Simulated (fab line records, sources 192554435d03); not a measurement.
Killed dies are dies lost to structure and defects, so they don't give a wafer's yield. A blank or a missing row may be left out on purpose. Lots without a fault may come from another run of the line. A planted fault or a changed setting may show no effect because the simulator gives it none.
Chamber matching | flow n5_finfet | N5_FIN_CUT_CUT_ETCH_28 on rie_si-04: 4 sister chambers
The step etches Si in HBr/Cl2/O2, target depth 6 nm, time 2.4 s. 4 wafers are shown with their chamber, then 11 later ones without.

WAFERS WITH THEIR CHAMBER
wafer  | chamber | throttle_valve_pct (%)
L083.1 | 3       | 37.1
L083.2 | 2       | 37.5
L083.3 | 1       | 38.0
L086.1 | 0       | 36.7

WAFERS WITHOUT THEIR CHAMBER
wafer  | throttle_valve_pct (%)
L086.3 | 38.0
L086.4 | 37.6
L088.3 | 37.6
L088.4 | 38.0
L088.5 | 37.6
L093.3 | 37.5
L093.4 | 38.0
L093.6 | 37.6
L097.1 | 37.6
L097.3 | 36.2
L097.6 | 37.6

WHICH CHAMBER EACH WENT THROUGH
wafer  | from the rows above     | in truth
L086.3 | 1                       | 1
L086.4 | can't be placed: 2 or 1 | 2
L088.3 | can't be placed: 2 or 1 | 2
L088.4 | 1                       | 1
L088.5 | can't be placed: 2 or 1 | 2
L093.3 | 2                       | 2
L093.4 | 1                       | 1
L093.6 | can't be placed: 2 or 1 | 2
L097.1 | can't be placed: 2 or 1 | 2
L097.3 | 0                       | 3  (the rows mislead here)
L097.6 | can't be placed: 2 or 1 | 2
Placed correctly: 4 of 11. Can't be placed from these rows: 6 (the true chamber is among the candidates in 6). Placed wrongly: 1.
How it was worked out, from the rows above alone: a wafer's distance from a chamber is the root of the sum, over the readings, of the square of ((its reading less the chamber's mean) divided by the reading's scatter). The wafer belongs to the nearest chamber; if the next one is less than 2 further off, it can't be placed. A chamber's mean is the mean of its shown wafers. The scatter: with one shown wafer a chamber, the root of the mean of the squares of how far each hidden wafer lies from its nearest shown one.
